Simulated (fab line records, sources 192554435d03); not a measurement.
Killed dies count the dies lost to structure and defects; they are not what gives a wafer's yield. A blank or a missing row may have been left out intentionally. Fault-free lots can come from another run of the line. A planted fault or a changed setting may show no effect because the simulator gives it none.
A single fault, viewed from 2 desks / flow n5 finfet / every desk sees just its own numbers, and what lay behind them comes last

THE METROLOGY DESK
What the gauges read, lot by lot, whatever tool the lot ran on: means of the sampled wafers that have a number. A lot is out of limits, marked OUT, if its mean lies more than 4 standard deviations from the usual mean; the brackets give that distance. It has 15 readings, of which 7 appear: the earliest out of limits, and the ones furthest out on some lot.
Columns: A = thk nm at N5_SD_EPI_P_EPI_MEAS_23, usual 61.0 nm; B = RS_SD_N at N5_SD_ACTIVATION_RS_MEAS_03, usual 21.90 ohm/sq; C = RS_SD_P at N5_SD_ACTIVATION_RS_MEAS_03, usual 56.2 ohm/sq; D = DIBL_N at N5_BEOL_M4_RC_MEAS_101, usual 37.1 mV/V; E = ION_N at N5_BEOL_M4_RC_MEAS_101, usual 678 uA/um; F = RS_SD_P at N5_BEOL_M4_RC_MEAS_101, usual 66.1 ohm/sq; G = SS_P at N5_BEOL_M4_RC_MEAS_101, usual 73.7 mV/dec
lot=L128; first seen here=day 3 06:25; A=62.6; B=21.71; C=56.0; D=32.6; E=652; F=66.0; G=71.8
lot=L137; first seen here=day 5 13:25; A=59.4; B=21.72; C=58.4; D=38.8; E=687; F=68.7; G=74.1
lot=L138; first seen here=day 5 18:29; A=59.5; B=22.07; C=56.0; D=35.2; E=659; F=65.8; G=72.9
lot=L140; first seen here=day 6 06:19; A=57.2; B=22.00; C=64.9 (+7.9) OUT; D=36.4; E=680; F=75.2 (+7.0) OUT; G=73.7
lot=L142; first seen here=day 6 16:07; A=56.4; B=22.05; C=63.3 (+6.5) OUT; D=38.3; E=694; F=74.0 (+6.1) OUT; G=73.9
lot=L146; first seen here=day 7 18:20; A=61.2; B=22.20; C=55.8; D=33.7; E=665; F=65.8; G=72.3
lot=L148; first seen here=day 8 10:18; A=60.6; B=21.72; C=56.5; D=35.4; E=665; F=66.9; G=73.4
lot=L150; first seen here=day 8 17:34; A=61.6; B=21.77; C=55.5; D=37.3; E=693; F=65.4; G=74.4
lot=L151; first seen here=day 8 23:41; A=61.7; B=22.48; C=56.6; D=39.3; E=686; F=66.3; G=74.6
This desk finds L140, L142 out of limits, with the earliest case on L140 at day 6 10:37 (RS_SD_P at N5_SD_ACTIVATION_RS_MEAS_03). In limits: L128, L137, L138, L146, L148, L150, L151.

THE TOOL OWNER'S DESK: epi rpcvd-02
The tool's own readings at N5_SD_EPI_P_EPI_21 (deposits SiGe:B, time 355 s): means of the sampled wafers that have a number, for each lot that ran on this tool. A lot is out of limits, marked OUT, if its mean lies more than 4 standard deviations from the usual mean; the brackets give that distance.
Columns: A = chamber pressure Torr at N5_SD_EPI_P_EPI_21, usual 19.99 Torr
lot=L128; first seen here=day 3 08:56; A=19.99
lot=L138; first seen here=day 5 20:31; A=20.07
lot=L140; first seen here=day 6 08:28; A=15.68 (-94) OUT
lot=L142; first seen here=day 6 18:17; A=15.72 (-93) OUT
This desk's finding: out of limits on L140, L142; first on L140, day 6 08:28 (chamber pressure Torr at N5_SD_EPI_P_EPI_21). In limits: L128, L138.

TAKEN TOGETHER
At day 6 08:28, on L140, L142, the tool owner's desk was in a position to raise an alarm.
At day 6 10:37 the metrology desk could have sounded an alarm, on L140, L142.
On epi rpcvd-02, each named lot ran N5_SD_EPI_P_EPI_21.

WHAT THE SIMULATOR PUT IN
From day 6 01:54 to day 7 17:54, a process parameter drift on epi rpcvd-02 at N5_SD_EPI_P_EPI_21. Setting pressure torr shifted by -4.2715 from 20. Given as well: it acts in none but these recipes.
Lots struck among those shown: L140, L142.
Time in hours from fault onset to the first out-of-limits reading at each desk: tool owner's desk 7, metrology desk 9.
